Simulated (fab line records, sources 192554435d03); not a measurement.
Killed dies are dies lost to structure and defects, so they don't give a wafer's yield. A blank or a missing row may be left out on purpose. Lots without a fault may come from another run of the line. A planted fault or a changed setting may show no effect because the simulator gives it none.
One fault seen from 3 desks | flow n5_finfet | each desk has only its own numbers; what lay behind them comes last

THE DEFECT DESK
What the inspections along the route counted, lot by lot: means of the sampled wafers that have a number. A lot is out of limits, marked OUT, if its mean lies more than 4 standard deviations from the usual mean; the brackets give that distance.
Columns: A = raw_defect_count at N5_BEOL_M13_INSPECT_30, usual 1.8
lot  | first seen here | A
L167 | day 12 20:14    | 1.0
L166 | day 13 10:07    | 2.0
L175 | day 15 10:57    | 0.5
L179 | day 15 20:02    | 2.3
L184 | day 16 23:38    | 2.3
L185 | day 17 09:14    | 2.0
This desk's finding: nothing out of limits on any of the 6 lots.

THE TOOL OWNER'S DESK: rie_diel-01
The tool's own readings at N5_BEOL_M13_ETCH_38 (etches SiCN in CF4/N2, target depth 67.5 nm, time 71.9 s): means of the sampled wafers that have a number, for each lot that ran on this tool. A lot is out of limits, marked OUT, if its mean lies more than 4 standard deviations from the usual mean; the brackets give that distance.
Columns: A = drypump_motor_current_A at N5_BEOL_M13_ETCH_38, usual 5.7 A; B = oes_product_au at N5_BEOL_M13_ETCH_38, usual 0.80 a.u.; C = rf_vpp_V at N5_BEOL_M13_ETCH_38, usual 382.3 V; D = showerhead_plenum_p_Torr at N5_BEOL_M13_ETCH_38, usual 2.21 Torr; E = throttle_valve_pct at N5_BEOL_M13_ETCH_38, usual 15.41 %
lot  | first seen here | A   | B    | C     | D    | E
L167 | day 12 21:46    | 5.2 | 0.78 | 381.6 | 2.19 | 15.41
L175 | day 15 15:53    | 5.2 | 0.85 | 381.5 | 2.13 | 15.34
L179 | day 15 21:27    | 6.2 | 0.84 | 381.2 | 2.18 | 15.49
This desk's finding: nothing out of limits on any of the 3 lots.

THE METROLOGY DESK
What the gauges read, lot by lot, whatever tool the lot ran on: means of the sampled wafers that have a number. A lot is out of limits, marked OUT, if its mean lies more than 4 standard deviations from the usual mean; the brackets give that distance.
Columns: A = cd_nm at N5_BEOL_M13_CD_MEAS_28, usual 209.4 nm; B = M13_OVL at N5_BEOL_M13_OVL_MEAS_29, usual -3 nm; C = trench_depth_nm at N5_BEOL_M13_OCD_MEAS_35, usual 415 nm
lot  | first seen here | A     | B  | C
L167 | day 12 20:11    | 210.5 | -2 | 419
L166 | day 13 10:03    | 207.2 | -2 | 415
L175 | day 15 10:53    | 209.3 | -8 | 414
L179 | day 15 19:59    | 208.7 | -1 | 421
L184 | day 16 23:35    | 208.5 | 3  | 422
L185 | day 17 09:11    | 209.7 | -5 | 407
This desk's finding: nothing out of limits on any of the 6 lots.

PUT TOGETHER
The defect desk saw nothing out of limits.
The tool owner's desk saw nothing out of limits.
The metrology desk saw nothing out of limits.

WHAT THE SIMULATOR HAD PUT IN
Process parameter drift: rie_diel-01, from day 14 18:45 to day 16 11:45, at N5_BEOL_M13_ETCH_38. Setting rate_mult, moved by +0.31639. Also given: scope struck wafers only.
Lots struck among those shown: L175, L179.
